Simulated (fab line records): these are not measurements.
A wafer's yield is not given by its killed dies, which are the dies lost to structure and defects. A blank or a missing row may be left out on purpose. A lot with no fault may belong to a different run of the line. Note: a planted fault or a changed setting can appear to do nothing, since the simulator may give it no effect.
Chamber matching	flow n5Finfet	rieDiel-02 running N5_BEOL_M5_ETCH_68: 4 sister chambers
The step etches SOC in N2/H2, target depth 80 nm, overetch 16 nm, time 120 s. 4 wafers are shown with their chamber, then 8 later ones without.

## WAFERS WITH THEIR CHAMBER
wafer	chamber	oesProductAu (a.u.)
L079.3	3	0.53
L079.6	0	0.69
L080.5	1	0.53
L081.2	2	0.72

## WAFERS WITHOUT THEIR CHAMBER
wafer	oesProductAu (a.u.)
L081.4	0.68
L081.5	0.54
L092.4	0.65
L092.5	0.67
L092.6	0.75
L095.2	0.71
L095.3	0.66
L095.4	0.64

## EACH ONE'S CHAMBER
wafer	from the rows above	in truth
L081.4	can't be placed: 0 or 2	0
L081.5	can't be placed: 1 or 3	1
L092.4	can't be placed: 0 or 2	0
L092.5	can't be placed: 0 or 2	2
L092.6	can't be placed: 2 or 0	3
L095.2	can't be placed: 2 or 0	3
L095.3	can't be placed: 0 or 2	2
L095.4	can't be placed: 0 or 2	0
Placed correctly: 0 of 8. Can't be placed from these rows: 8 (the true chamber is among the candidates in 6). Number placed wrongly: 0.
How it was worked out, from the rows above alone: a wafer's distance from a chamber is the root of the sum, over the readings, of the square of ((its reading less the chamber's mean) divided by the reading's scatter). If the next closest chamber is less than 2 further off than the closest, the wafer can't be placed; otherwise it belongs to the closest. For every chamber, the mean is computed from those of its wafers that are shown. The scatter: root of mean squared gap, hidden wafer to nearest shown wafer, with one shown wafer a chamber.
